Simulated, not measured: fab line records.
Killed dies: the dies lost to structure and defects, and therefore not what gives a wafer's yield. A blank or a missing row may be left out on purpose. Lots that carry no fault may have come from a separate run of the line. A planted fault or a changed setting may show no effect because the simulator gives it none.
A struck lot beside a sound one ; flow n5 finfet ; 39 steps out of a route of 1938
Sound: the wafers L619.1, L619.2, L619.6. Struck: wafer L629.1 (left out: L629.2, a lot-mate that was not struck); the cause follows at the end.
Each step with rows lists, per side, the tool, then ch with its chambers, then its first start. Under that, the readings that differ: sound wafers ; struck wafers ; difference of the means ; sigmas: that difference in standard deviations of wafers without a fault.
alike: a reading whose means differ by less than 2 such deviations, as well as words and numbers matching on both sides. not compared: withheld readings; readings where some wafer has no value; bounds like >300 that might hide an equal value; numbers whose values overlap and for which the record gives no deviation.
A row with sigmas, a row that says differs or no value, or rows on one side alone: a step with any of these is where the two part. Numbers that don't overlap but have no deviation are shown without sigmas and don't part them. A reading missing from all wafers of one side parts the sides only when that side holds two or more wafers.

first, 9 steps without rows for these wafers: N5_MOL_CONTACT_COAG_CVD_140 (deposits W, target thk 66.5 nm, time 215 s); N5_MOL_CONTACT_COAG_PRECLEAN_127 (cleans in DIW, time 57.5 s); N5_MOL_CONTACT_COAG_SRD_128 (dry time 32 s); N5_MOL_CONTACT_COAG_CMP_52 (polishes, stops on SiO2, t overpolish 1.5 s, target thk 66.5 nm); N5_MOL_CONTACT_COAG_ANNEAL_112 (time 1800 s); N5_BEOL_M0_SAQP_PECVD_00 (deposits SiCN from 3MS/NH3, target thk 8 nm, time 14 s); N5_BEOL_M0_SAQP_ILD_DEP_01 (deposits SiOC from DEMS/O2, target thk 45.419 nm, time 8.7 s); N5_BEOL_M0_SAQP_HM_DEP_02 (deposits TiN, target thk 12 nm); N5_BEOL_M0_SAQP_PECVD_03 (deposits SiCN from 3MS/NH3, target thk 12 nm, time 21.1 s).
N5_BEOL_M0_SAQP_PECVD_96: deposits a-Si from SiH4/He, target thk 45 nm, time 45.2 s.
  sound on pecvd-04 ch 0,1,2, day 6 22:40; struck on pecvd-04 ch 2, day 9 11:25
reading;sound;struck;difference;sigmas
run length s (s);81.6 80.7 80.7;69.7;-11.3;-21
model.a-Si_of_BEOL_M0_SAQP_PECVD_96.thk nm (nm);45.6 44.8 46;34;-11;
  alike: heater power w, showerhead plenum p Torr, throttle valve pct
then, 25 steps without rows for these wafers: N5_BEOL_M0_SAQP_PECVD_97 (deposits SiNx from SiH4/NH3/N2, target thk 23 nm, time 19.9 s); N5_BEOL_M0_SAQP_PECVD_04 (deposits a-Si from SiH4/He, target thk 60 nm, time 60.2 s); N5_BEOL_M0_SAQP_HM_DEP_111 (deposits SiO2 from SiH4/N2O, target thk 12 nm, time 7.2 s); N5_BEOL_M0_SAQP_COAT_81 (time 60 s, resist thk 100 nm); N5_BEOL_M0_SAQP_COAT_82 (time 60 s, resist thk 30 nm); N5_BEOL_M0_SAQP_COAT_08 (resist thk 90 nm); N5_BEOL_M0_SAQP_EBR_10; N5_BEOL_M0_SAQP_SOFTBAKE_09 (time 60 s); N5_BEOL_M0_SAQP_EXPOSE_11 (exposes mask M0 CORE, target cd 42 nm); N5_BEOL_M0_SAQP_PEB_12 (peb time 60 s); N5_BEOL_M0_SAQP_DEVELOP_13 (develop time 30 s); N5_BEOL_M0_SAQP_DESCUM_19 (chemistry O2, time 7.9 s); N5_BEOL_M0_SAQP_ETCH_83 (etches SiARC in CF4, target depth 39 nm, time 65 s); N5_BEOL_M0_SAQP_ETCH_84 (etches SOC in N2/H2, target depth 100 nm, overetch 20 nm, time 150 s); N5_BEOL_M0_SAQP_STRIP_80 (strips in N2/H2); N5_BEOL_M0_SAQP_HM_OPEN_112 (chemistry CHF3/O2, target SiO2, stops on a-Si, target depth 12 nm, time 13.5 s); N5_BEOL_M0_SAQP_STRIP_113 (strips in CHF3/O2); N5_BEOL_M0_SAQP_MANDREL_ETCH_20 (etches a-Si in HBr/Cl2, stops on SiNx, target depth 60 nm, bt time 10 s, time 30 s); N5_BEOL_M0_SAQP_STRIP_86 (strips in N2/H2); N5_BEOL_M0_SAQP_STRIP_115 (strips in post etch residue remover, time 60 s); N5_BEOL_M0_SAQP_SRD_93 (time 30 s); N5_BEOL_M0_SAQP_RECESS_114 (chemistry HF/NH3, target SiO2, target depth 14.4 nm, afs cycles 3, sublimation time 60 s); N5_BEOL_M0_SAQP_SPACER1_ALD_98 (deposits SiO2, target thk 12.8 nm, pulse time 1 s, purge time 2 s); N5_BEOL_M0_SAQP_SPACER1_ETCHBACK_99 (etches SiO2 in CHF3/O2, target depth 15.4 nm, time 7.7 s); N5_BEOL_M0_SAQP_MANDREL1_REMOVE_100 (chemistry HBr/Cl2/O2, target a-Si, stops on SiNx, bt time 10 s).
N5_BEOL_M0_SAQP_MANDREL_ETCH_103: etches a-Si in HBr/Cl2, stops on SiCN, target depth 45 nm, bt time 10 s, time 27 s.
  sound on rie si-02 ch 0,1,2, day 7 01:43; struck on rie si-06 ch 2, day 9 13:55
reading;sound;struck;difference;sigmas
oes product au (a.u.);0.703 0.682 0.691;0.576;-0.116;-9
model.etch.depth nm (nm);45.68 44.76 46;33.93;-11.55;
  alike: drypump motor current A, throttle valve pct
  not compared: rf hours counter h
N5_BEOL_M0_SAQP_SPACER2_ETCHBACK_27: etches SiO2 in CHF3/O2, target depth 22.5 nm, time 11.25 s.
  sound on rie diel-03 ch 1,3, day 7 03:07; struck on rie diel-01 ch 3, day 9 15:17
reading;sound;struck;difference;sigmas
model.a-Si_of_BEOL_M0_SAQP_PECVD_96.thk nm (nm);43.6 42.6 43.8;31.8;-11.5;
  alike: drypump motor current A, oes product au, rf vpp V, showerhead plenum p Torr, throttle valve pct
  not compared: rf hours counter h
-- a jump in the record: the struck wafers' starts before and after are 6 days apart (it breaks off in module BEOL_M0_SAQP and resumes in module BEOL_M4, where the first step shown is number 1111 of the route) --
N5_BEOL_M4_RC_MEAS_101:
  sound on prober-01 ch 0, day 11 16:53; struck on prober-01 ch 0, day 15 15:17
  alike: DIBL_N, DIBL_P, IOFF_N, IOFF_P, ION_N, ION_P, SS_N, SS_P, VT_N, VT_P
following that, these wafers have no rows for 1 step: N5_PASSIVATION_PROBE_49.

## WHERE THEY PART
At N5_BEOL_M0_SAQP_PECVD_96 first; at N5_BEOL_M0_SAQP_MANDREL_ETCH_103 last (within this record only). Later steps at which nothing parts them and some readings are alike: N5_BEOL_M0_SAQP_SPACER2_ETCHBACK_27, N5_BEOL_M4_RC_MEAS_101.

WHY: what the simulator had put in
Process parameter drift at N5_BEOL_M0_SAQP_PECVD_96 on pecvd-04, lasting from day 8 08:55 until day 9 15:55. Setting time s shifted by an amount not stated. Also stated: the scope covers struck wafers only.
